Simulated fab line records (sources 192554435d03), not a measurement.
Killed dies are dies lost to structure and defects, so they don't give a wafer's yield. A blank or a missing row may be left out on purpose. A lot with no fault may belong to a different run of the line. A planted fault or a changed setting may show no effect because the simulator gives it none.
fab line records | flow n5Finfet | part 1 of 2: steps 1 to 22 of 31
[record] lots = 5 wafers = 15 lastDay = 17
route steps=1938 shown BEOL_M9@1424
lots untouched by any fault: they come from a run of this same line in which no faults occurred
startH: the number of hours between the record's first day and the start of the first shown wafer of the lot | waitH: how many hours have passed since the lot's step before this one | " the same as in the row above | L1.1+2: a row that stands for several wafers | - no value, or no start given | * or withheld: withheld | < > ~ a bound
route shown NAME@n: NAME is a module with steps in the file, n the number in the route of the first one | usual: average and standard deviation across the fault-free wafers | same: alike in all rows | chamber/n: place in a boat | sites: each site's reading | _std_site: their standard deviation | _edge_site: outer sites' mean less inner sites' | radiusMm: how far each site lies from the wafer's centre | mask NAME#n: copy n | behind: the most recent tool/chamber to have shaped the wafer | hold: the reason the lot was held/the length of the hold in hours/how it ended | device: the n, p or np transistor that did not switch | end of line: the tests these same wafers got at the end of their route | step lacking rows: just its recipe | killed: the dies lost at the first sort to structure and to defects; this is not the yield of the wafer | map: a wafer's dies, marking killed ones x, the rest . and places with no die _
set.NAME: the setting as run; set.NAME@STEP: as run at that earlier step | model.NAME: the simulator's own value behind a step, which no gauge read
lots at selected steps of the route; one table per step, one row per wafer
services: the hour from which a tool's chamber was out of use, counted from the record's first day as startH (under 0 if before that day), plus the number of hours and why
[[steps]]
[step N5_BEOL_M9_CD_MEAS_18]
[recipe] pitchNm = 140 targetCdNm = 70
[usual] cdNm = 70.2/0.63
// columns lot.wafer tool chamber startH waitH cdNm
L074.2 cdSem-01 - 213.61 0.1 69.7
L074.3 " - " " 69.4
L074.5 " - " " 69.8
L076.1 cdSem-01 - 213.72 0.0 69.5
L076.2 " - " " 68.3
L076.5 " - " " 69.8
L085.2 cdSem-01 - 267.14 0.1 69.6
L085.3 " - " " 70.7
L085.5 " - " " 70.4
L090.1 cdSem-03 - 315.10 0.0 69.2
L090.3 " - " " 70.0
L090.5 " - " " 70.0
L093.3 cdSem-03 - 336.63 0.1 70.6
L093.5 " - " " 70.2
L093.6 " - " " 70.2
[step N5_BEOL_M9_COAT_63]
[recipe] resist = SOC tempC = 250 timeS = 60 spinRpm = 1500 resistThkNm = 60
[usual] spinSpeedRpm = 1500.0/0.97
// columns lot.wafer tool chamber startH waitH spinSpeedRpm
L074.2 lithoTrack-05 0 213.65 0.0 1499.8
L074.3 " 0 " " 1500.9
L074.5 " 0 " " 1500.4
L076.1 lithoTrack-02 0 213.75 0.0 1499.7
L076.2 " 0 " " 1500.8
L076.5 " 0 " " 1500.6
L085.2 lithoTrack-05 0 269.16 2.0 1500.4
L085.3 " 0 " " 1498.1
L085.5 " 0 " " 1500.8
L090.1 lithoTrack-02 0 315.59 0.5 1498.9
L090.3 " 0 " " 1499.9
L090.5 " 0 " " 1499.2
L093.3 lithoTrack-02 0 337.45 0.8 1500.6
L093.5 " 0 " " 1500.6
L093.6 " 0 " " 1501.0
[step N5_BEOL_M9_COAT_64]
[recipe] resist = SiARC tempC = 220 timeS = 60 spinRpm = 1500 resistThkNm = 12
[usual] spinSpeedRpm = 1500.0/0.96
// columns lot.wafer tool chamber startH waitH spinSpeedRpm
L074.2 lithoTrack-05 0 - - 1499.3
L074.3 " 0 " " 1498.4
L074.5 " 0 " " 1499.3
L076.1 lithoTrack-02 0 - - 1500.0
L076.2 " 0 " " 1499.4
L076.5 " 0 " " 1500.0
L085.2 lithoTrack-05 0 - - 1499.9
L085.3 " 0 " " 1500.5
L085.5 " 0 " " 1498.4
L090.1 lithoTrack-02 0 - - 1499.0
L090.3 " 0 " " 1499.7
L090.5 " 0 " " 1499.4
L093.3 lithoTrack-02 0 - - 1499.0
L093.5 " 0 " " 1499.9
L093.6 " 0 " " 1501.8
[step N5_BEOL_M9_COAT_75]
[recipe] resist = underlayer tempC = 205 timeS = 60 spinRpm = 1500 resistThkNm = 5
[usual] spinSpeedRpm = 1499.8/0.95
// columns lot.wafer tool chamber startH waitH spinSpeedRpm
L074.2 lithoTrack-05 0 - - 1500.8
L074.3 " 0 " " 1500.3
L074.5 " 0 " " 1499.9
L076.1 lithoTrack-02 0 - - 1500.6
L076.2 " 0 " " 1500.0
L076.5 " 0 " " 1501.7
L085.2 lithoTrack-05 0 - - 1500.7
L085.3 " 0 " " 1500.0
L085.5 " 0 " " 1499.9
L090.1 lithoTrack-02 0 - - 1499.5
L090.3 " 0 " " 1500.0
L090.5 " 0 " " 1501.0
L093.3 lithoTrack-02 0 - - 1500.3
L093.5 " 0 " " 1499.7
L093.6 " 0 " " 1501.3
[step N5_BEOL_M9_COAT_22]
[recipe] resist = CAR-EUV spinRpm = 1500 resistThkNm = 30
[usual] spinSpeedRpm = 1500.0/0.96
// columns lot.wafer tool chamber startH waitH spinSpeedRpm
L074.2 lithoTrack-05 0 - - 1500.9
L074.3 " 0 " " 1499.4
L074.5 " 0 " " 1499.5
L076.1 lithoTrack-02 0 - - 1498.1
L076.2 " 0 " " 1499.1
L076.5 " 0 " " 1498.9
L085.2 lithoTrack-05 0 - - 1499.8
L085.3 " 0 " " 1500.4
L085.5 " 0 " " 1500.8
L090.1 lithoTrack-02 0 - - 1499.7
L090.3 " 0 " " 1501.4
L090.5 " 0 " " 1500.1
L093.3 lithoTrack-02 0 - - 1500.8
L093.5 " 0 " " 1500.4
L093.6 " 0 " " 1499.6
[step N5_BEOL_M9_EBR_24]
[recipe] solvent = PGMEA ebrWidthMm = 1.5
[same] ebrWidthMm = 1.5
// columns lot.wafer tool chamber startH waitH
L074.2+3+5 lithoTrack-05 0 - -
L076.1+2+5 lithoTrack-02 0 - -
L085.2+3+5 lithoTrack-05 0 - -
L090.1+3+5 lithoTrack-02 0 - -
L093.3+5+6 lithoTrack-02 0 - -
[step N5_BEOL_M9_SOFTBAKE_23]
[recipe] tempC = 110 timeS = 60 resist = CAR-EUV
// columns lot.wafer tool chamber startH waitH
L074.2+3+5 lithoTrack-05 0 - -
L076.1+2+5 lithoTrack-02 0 - -
L085.2+3+5 lithoTrack-05 0 - -
L090.1+3+5 lithoTrack-02 0 - -
L093.3+5+6 lithoTrack-02 0 - -
[step N5_BEOL_M9_EXPOSE_25]
[recipe] maskId = V8 na = 0.33 sourceShape = annular sigmaInner = 0.4 sigmaOuter = 0.8 polarization = unpolarized doseMj = 37.25
// columns lot.wafer tool chamber startH waitH mask
L074.2+3+5 euvScanner-01 0 213.91 - V8#0
L076.1+2+5 euvScanner-02 0 214.08 - V8#0
L085.2+3+5 euvScanner-02 0 269.33 - V8#0
L090.1+3+5 euvScanner-02 0 315.72 - V8#0
L093.3+5+6 euvScanner-02 0 337.64 - V8#0
[step N5_BEOL_M9_PEB_26]
[recipe] pebTempC = 100 pebTimeS = 60 resist = CAR-EUV
// columns lot.wafer tool chamber startH waitH
L074.2+3+5 lithoTrack-05 0 213.97 0.0
L076.1+2+5 lithoTrack-02 0 214.14 0.1
L085.2+3+5 lithoTrack-02 0 269.39 0.0
L090.1+3+5 lithoTrack-01 0 315.79 0.1
L093.3+5+6 lithoTrack-01 0 337.69 0.0
[step N5_BEOL_M9_DEVELOP_27]
[recipe] developTimeS = 30 developer = TMAH resist = CAR-EUV rinseLiquid = surfactantRinse dry = airSpin devTempC = 23
// columns lot.wafer tool chamber startH waitH
L074.2+3+5 lithoTrack-05 0 - -
L076.1+2+5 lithoTrack-02 0 - -
L085.2+3+5 lithoTrack-02 0 - -
L090.1+3+5 lithoTrack-01 0 - -
L093.3+5+6 lithoTrack-01 0 - -
[step N5_BEOL_M9_CD_MEAS_28]
[recipe] targetCdNm = 70 landingEnergyEv = 500 detector = seInlens polarity = opening
[usual] cdNm = 70.12/0.26
// columns lot.wafer tool chamber startH waitH cdNm
L074.2 cdSem-02 0 214.04 - 69.86
L074.3 " 0 " " 69.81
L074.5 " 0 " " 69.77
L076.1 cdSem-02 0 214.21 - 69.63
L076.2 " 0 " " 70.05
L076.5 " 0 " " 70.12
L085.2 cdSem-01 0 269.46 - 69.97
L085.3 " 0 " " 70.18
L085.5 " 0 " " 70.10
L090.1 cdSem-01 0 315.85 - 70.11
L090.3 " 0 " " 69.50
L090.5 " 0 " " 70.16
L093.3 cdSem-02 0 337.76 - 70.01
L093.5 " 0 " " 69.85
L093.6 " 0 " " 70.02
[step N5_BEOL_M9_OVL_MEAS_29]
[recipe] pointsPerWafer = 522
[usual] V8_OVL = 0.1/0.67
// columns lot.wafer tool chamber startH waitH V8_OVL[nm]
L074.2 overlay-02 0 214.07 0.0 -0.9
L074.3 " 0 " " 0.8
L074.5 " 0 " " 0.4
L076.1 overlay-02 0 214.24 0.0 0.7
L076.2 " 0 " " -0.8
L076.5 " 0 " " 0.7
L085.2 overlay-01 0 269.49 0.0 0.6
L085.3 " 0 " " 0.1
L085.5 " 0 " " 0.0
L090.1 overlay-02 0 315.88 0.0 1.4
L090.3 " 0 " " 0.1
L090.5 " 0 " " 0.6
L093.3 overlay-01 0 337.80 0.0 -0.1
L093.5 " 0 " " 0.3
L093.6 " 0 " " 1.0
[step N5_BEOL_M9_INSPECT_30]
[recipe] mode = adi inspectInstrument = brightfield
[usual] rawDefectCount = 399/87
// columns lot.wafer tool chamber startH waitH rawDefectCount
L074.2 defectInspect-01 - 214.13 0.0 424
L074.3 " - " " 608
L074.5 " - " " 635
L076.1 defectInspect-01 - 214.29 0.1 443
L076.2 " - " " 369
L076.5 " - " " 347
L085.2 defectInspect-02 - 269.54 0.0 428
L085.3 " - " " 332
L085.5 " - " " 380
L090.1 defectInspect-01 - 315.94 0.1 522
L090.3 " - " " 548
L090.5 " - " " 523
L093.3 defectInspect-01 - 337.84 0.0 454
L093.5 " - " " 462
L093.6 " - " " 465
[step N5_BEOL_M9_DESCUM_33]
[recipe] chemistry = O2 timeS = 7 sourcePowerW = 50 biasPowerW = 20 pressureMtorr = 20 rfFrequencyHz = 2.712e+07 tempC = 40 resist = CAR-EUV o2FlowSccm = 225
[usual] drypumpMotorCurrentA = 5.8/0.45 oesProductAu = 0.81/0.1 rfVppV = 243.4/1.5 showerheadPlenumPTorr = 2.10/0.078 throttleValvePct = 20.45/0.24
// columns lot.wafer tool chamber startH waitH drypumpMotorCurrentA oesProductAu rfHoursCounterH rfVppV showerheadPlenumPTorr throttleValvePct
L074.2 rieDiel-06 3 214.16 0.0 5.9 0.89 42 241.9 2.05 20.42
L074.3 " 1 " " 6.2 0.75 167 245.1 2.19 20.80
L074.5 " 1 " " 6.2 0.75 - 244.3 2.19 20.78
L076.1 rieDiel-01 3 214.46 0.2 5.9 0.96 7 241.3 2.06 20.38
L076.2 " 0 " " 6.7 0.72 223 242.2 2.05 20.31
L076.5 " 0 " " 6.7 0.72 - 243.1 2.05 20.30
L085.2 rieDiel-01 0 269.64 0.1 6.7 0.71 237 242.3 2.04 20.32
L085.3 " 3 " " 5.9 0.91 22 243.1 2.05 20.44
L085.5 " 0 " " 6.7 0.72 - 243.7 2.04 20.32
L090.1 rieDiel-01 2 315.98 0.0 6.0 0.72 189 241.3 2.00 20.21
L090.3 " 3 " " 5.9 0.89 35 241.4 2.05 20.44
L090.5 " 3 " " 5.9 0.89 - 241.4 2.05 20.45
L093.3 rieDiel-01 2 337.98 0.1 6.0 0.70 197 241.6 1.99 20.24
L093.5 " 1 " " 4.9 0.67 - 243.5 2.13 20.51
L093.6 " 2 " " 6.0 0.70 - 241.7 1.99 20.23
[step N5_BEOL_M9_ETCH_76]
[recipe] chemistry = N2/H2 target = underlayer targetDepthA = 65 maskMaterial = CAR-EUV timeS = 5.2 ionEnergyEv = 200 pressureMtorr = 30 sourceW = 840 biasW = 150 n2FlowSccm = 200 h2FlowSccm = 200 ends = cleared
[usual] drypumpMotorCurrentA = 5.8/0.45 etchRfOnTimeS = 5.20/0.16 n2FlowSccm = 200.0/0.58 oesProductAu = 0.69/0.089 rfVppV = 524/3 showerheadPlenumPTorr = 2.56/0.097 throttleValvePct = 17.92/0.24
// columns lot.wafer tool chamber startH waitH drypumpMotorCurrentA etchRfOnTimeS n2FlowSccm oesProductAu rfHoursCounterH rfVppV showerheadPlenumPTorr throttleValvePct
L074.2 rieDiel-06 3 214.19 0.0 5.9 5.26 199.3 0.75 42 524 2.48 17.69
L074.3 " 1 " " 6.2 5.10 199.3 0.63 167 525 2.65 18.22
L074.5 " 1 " " 6.2 5.05 199.2 0.64 - 527 2.65 18.27
L076.1 rieDiel-01 3 214.49 0.0 5.9 4.89 199.7 0.84 7 524 2.50 17.69
L076.2 " 0 " " 6.7 5.11 200.4 0.62 223 520 2.53 17.95
L076.5 " 0 " " 6.7 5.07 200.6 0.63 - 523 2.53 17.93
L085.2 rieDiel-01 0 269.67 0.0 6.7 5.13 200.3 0.62 237 522 2.52 17.95
L085.3 " 3 " " 5.9 4.98 199.4 0.81 22 522 2.49 17.72
L085.5 " 0 " " 6.7 5.17 200.5 0.62 - 524 2.52 17.98
L090.1 rieDiel-01 2 316.01 0.0 6.0 5.42 201.1 0.59 189 519 2.43 17.71
L090.3 " 3 " " 5.9 4.94 200.2 0.78 35 521 2.48 17.76
L090.5 " 3 " " 5.9 4.94 199.4 0.78 - 522 2.48 17.76
L093.3 rieDiel-01 2 338.01 0.0 6.0 5.49 200.2 0.57 197 519 2.42 17.74
L093.5 " 1 " " 4.9 5.15 199.1 0.57 - 521 2.61 18.11
L093.6 " 2 " " 6.0 5.50 200.9 0.59 - 521 2.42 17.75
[step N5_BEOL_M9_ETCH_65]
[recipe] chemistry = CF4 target = SiARC targetDepthA = 156 maskMaterial = CAR-EUV timeS = 26 ionEnergyEv = 80 pressureMtorr = 40 sourceW = 545 biasW = 36 Ar_flow_sccm = 100 cf4FlowSccm = 100 ends = cleared
[usual] drypumpMotorCurrentA = 5.8/0.45 etchRfOnTimeS = 25.9/0.77 oesProductAu = 0.69/0.089 rfVppV = 184.2/1.3 showerheadPlenumPTorr = 2.16/0.078 throttleValvePct = 15.67/0.22
// columns lot.wafer tool chamber startH waitH drypumpMotorCurrentA etchRfOnTimeS oesProductAu rfHoursCounterH rfVppV showerheadPlenumPTorr throttleValvePct
L074.2 rieDiel-06 3 214.21 0.0 5.9 26.1 0.75 42 183.1 2.10 15.51
L074.3 " 1 " " 6.2 24.9 0.65 167 186.1 2.21 15.91
L074.5 " 1 " " 6.2 24.7 0.65 - 185.0 2.21 15.89
L076.1 rieDiel-01 3 214.51 0.0 5.9 24.5 0.83 7 182.6 2.10 15.46
L076.2 " 0 " " 6.7 25.4 0.63 223 183.8 2.13 15.73
L076.5 " 0 " " 6.7 25.3 0.62 - 184.8 2.12 15.73
L085.2 rieDiel-01 0 269.69 0.0 6.7 25.5 0.61 237 182.5 2.12 15.74
L085.3 " 3 " " 5.9 24.6 0.80 22 184.6 2.09 15.51
L085.5 " 0 " " 6.7 25.5 0.61 - 182.8 2.12 15.77
L090.1 rieDiel-01 2 316.03 0.0 6.0 27.0 0.59 189 182.9 2.06 15.50
L090.3 " 3 " " 5.9 24.9 0.77 35 183.8 2.09 15.54
L090.5 " 3 " " 5.9 24.5 0.78 - 181.3 2.09 15.54
L093.3 rieDiel-01 2 338.03 0.0 6.0 27.5 0.58 197 182.8 2.05 15.54
L093.5 " 1 " " 4.9 26.0 0.58 - 184.3 2.20 15.94
L093.6 " 2 " " 6.0 27.1 0.58 - 183.3 2.05 15.55
[step N5_BEOL_M9_ETCH_66]
[recipe] chemistry = N2/H2 target = SOC targetDepthA = 800 overetchA = 160 maskMaterial = SiARC tempC = 40 timeS = 120 ionEnergyEv = 200 pressureMtorr = 30 sourceW = 840 biasW = 150 n2FlowSccm = 200 h2FlowSccm = 200
[usual] drypumpMotorCurrentA = 5.8/0.45 n2FlowSccm = 200.0/0.6 oesProductAu = 0.62/0.075 rfVppV = 524.2/2.7 showerheadPlenumPTorr = 2.56/0.097 throttleValvePct = 17.88/0.24
// columns lot.wafer tool chamber startH waitH drypumpMotorCurrentA n2FlowSccm oesProductAu rfHoursCounterH rfVppV showerheadPlenumPTorr throttleValvePct
L074.2 rieDiel-06 3 214.24 0.0 5.9 200.1 0.67 42 523.1 2.48 17.66
L074.3 " 1 " " 6.2 199.9 0.57 167 527.6 2.65 18.22
L074.5 " 1 " " 6.2 199.7 0.57 - 527.1 2.65 18.21
L076.1 rieDiel-01 3 214.54 0.0 5.9 199.6 0.73 7 522.6 2.50 17.68
L076.2 " 0 " " 6.7 198.8 0.55 223 523.2 2.53 17.89
L076.5 " 0 " " 6.7 199.6 0.56 - 523.9 2.53 17.88
L085.2 rieDiel-01 0 269.72 0.0 6.7 199.5 0.55 237 522.2 2.52 17.93
L085.3 " 3 " " 5.9 199.8 0.70 22 522.4 2.49 17.67
L085.5 " 0 " " 6.7 199.0 0.55 - 523.3 2.52 17.91
L090.1 rieDiel-01 2 316.06 0.0 6.0 201.6 0.54 189 521.0 2.43 17.67
L090.3 " 3 " " 5.9 201.1 0.69 35 521.8 2.48 17.71
L090.5 " 3 " " 5.8 201.0 0.67 - 522.3 2.48 17.71
L093.3 rieDiel-01 2 338.06 0.0 6.1 199.7 0.54 197 521.4 2.42 17.70
L093.5 " 1 " " 4.9 200.3 0.51 - 524.9 2.61 18.07
L093.6 " 2 " " 6.0 200.4 0.53 - 520.9 2.42 17.69
[step N5_BEOL_M9_STRIP_69]
[recipe] chemistry = N2/H2 tempC = 40 n2FlowSccm = 200 h2FlowSccm = 200 rfFrequencyHz = 6e+07
// columns lot.wafer tool chamber startH waitH
L074.2+3+5 rieDiel-06 3,1,1 214.32 0.0
L076.1+2+5 rieDiel-01 3,0,0 214.62 0.0
L085.2+3+5 rieDiel-01 0,3,0 269.80 0.0
L090.1+3+5 rieDiel-01 2,3,3 316.14 0.0
L093.3+5+6 rieDiel-01 2,1,2 338.14 0.0
[step N5_BEOL_M9_STRIP_77]
[recipe] chemistry = N2/H2 tempC = 40 n2FlowSccm = 200 h2FlowSccm = 200 rfFrequencyHz = 6e+07
// columns lot.wafer tool chamber startH waitH
L074.2+3+5 rieDiel-06 3,1,1 214.33 0.0
L076.1+2+5 rieDiel-01 3,0,0 214.63 0.0
L085.2+3+5 rieDiel-01 0,3,0 269.81 0.0
L090.1+3+5 rieDiel-01 2,3,3 316.15 0.0
L093.3+5+6 rieDiel-01 2,1,2 338.15 0.0
[step N5_BEOL_M9_VIA_ETCH_34]
[recipe] chemistry = C4F6/O2 target = SiCOH_lowk targetDepthA = 1824 maskMaterial = SOC taperDeg = 4 timeS = 68.4 ionEnergyEv = 250 pressureMtorr = 30 sourceW = 345 biasW = 185 Ar_flow_sccm = 300 C4F6_flow_sccm = 10 O2_flow_sccm = 10
[usual] drypumpMotorCurrentA = 5.8/0.45 oesProductAu = 0.81/0.1 rfVppV = 667/12 showerheadPlenumPTorr = 2.86/0.1 throttleValvePct = 20.97/0.19
// columns lot.wafer tool chamber startH waitH drypumpMotorCurrentA oesProductAu rfHoursCounterH rfVppV showerheadPlenumPTorr throttleValvePct
L074.2 rieDiel-06 3 214.34 0.0 5.9 0.88 43 683 2.79 20.87
L074.3 " 1 " " 6.2 0.76 167 663 2.94 21.17
L074.5 " 1 " " 6.2 0.76 - 665 2.94 21.18
L076.1 rieDiel-01 3 214.64 0.0 5.9 0.98 7 666 2.78 20.79
L076.2 " 0 " " 6.7 0.74 223 655 2.83 20.98
L076.5 " 0 " " 6.7 0.73 - 655 2.83 20.97
L085.2 rieDiel-01 0 269.82 0.0 6.7 0.72 237 654 2.82 20.98
L085.3 " 3 " " 5.9 0.92 22 665 2.78 20.79
L085.5 " 0 " " 6.7 0.72 - 654 2.82 20.99
L090.1 rieDiel-01 2 316.16 0.0 6.0 0.70 189 650 2.74 20.83
L090.3 " 3 " " 5.9 0.91 35 665 2.77 20.83
L090.5 " 3 " " 5.9 0.90 - 664 2.77 20.83
L093.3 rieDiel-01 2 338.16 0.0 6.0 0.69 197 647 2.74 20.84
L093.5 " 1 " " 4.9 0.68 - 674 2.92 21.13
L093.6 " 2 " " 6.0 0.69 - 648 2.74 20.85
[step N5_BEOL_M9_STRIP_73]
[recipe] chemistry = C4F6/O2 resist = SiARC rfFrequencyHz = 6e+07
// columns lot.wafer tool chamber startH waitH
L074.2+3+5 rieDiel-06 3,1,1 214.39 0.0
L076.1+2+5 rieDiel-01 3,0,0 214.69 0.0
L085.2+3+5 rieDiel-01 0,3,0 269.87 0.0
L090.1+3+5 rieDiel-01 2,3,3 316.21 0.0
L093.3+5+6 rieDiel-01 2,1,2 338.21 0.0
[step N5_BEOL_M9_STRIP_36]
[recipe] chemistry = N2/H2 powerW = 450 tempC = 40 pressureMtorr = 20 rfFrequencyHz = 6e+07 overashFraction = 0.3 biasPowerW = 7 h2Frac = 0.5 n2FlowSccm = 200 h2FlowSccm = 200
[usual] drypumpMotorCurrentA = 5.8/0.45 n2FlowSccm = 199.9/0.53 oesProductAu = 0.81/0.1 rfVppV = 59.0/1.4 showerheadPlenumPTorr = 2.56/0.097 throttleValvePct = 23.7/0.31
// columns lot.wafer tool chamber startH waitH drypumpMotorCurrentA n2FlowSccm oesProductAu rfHoursCounterH rfVppV showerheadPlenumPTorr throttleValvePct
L074.2 rieDiel-06 3 214.40 0.0 5.9 199.9 0.87 43 59.4 2.48 23.5
L074.3 " 1 " " 6.2 199.7 0.76 167 59.6 2.64 24.0
L074.5 " 1 " " 6.2 199.5 0.75 - 57.1 2.64 24.1
L076.1 rieDiel-01 3 214.70 0.0 5.9 200.3 0.95 8 62.2 2.49 23.4
L076.2 " 0 " " 6.7 199.3 0.72 223 60.1 2.52 23.7
L076.5 " 0 " " 6.7 199.4 0.72 - 56.1 2.52 23.6
L085.2 rieDiel-01 0 269.88 0.0 6.7 200.0 0.71 237 59.8 2.52 23.6
L085.3 " 3 " " 5.9 199.8 0.92 22 59.3 2.49 23.4
L085.5 " 0 " " 6.7 200.4 0.71 - 59.3 2.52 23.7
L090.1 rieDiel-01 2 316.22 0.0 6.0 199.3 0.70 189 60.6 2.42 23.4
L090.3 " 3 " " 5.9 199.1 0.90 35 60.4 2.48 23.5
L090.5 " 3 " " 5.9 200.3 0.89 - 56.2 2.48 23.5
L093.3 rieDiel-01 2 338.22 0.0 6.0 199.4 0.70 197 60.7 2.42 23.5
L093.5 " 1 " " 4.9 200.9 0.68 - 59.3 2.61 23.8
L093.6 " 2 " " 6.0 200.3 0.70 - 58.7 2.42 23.4
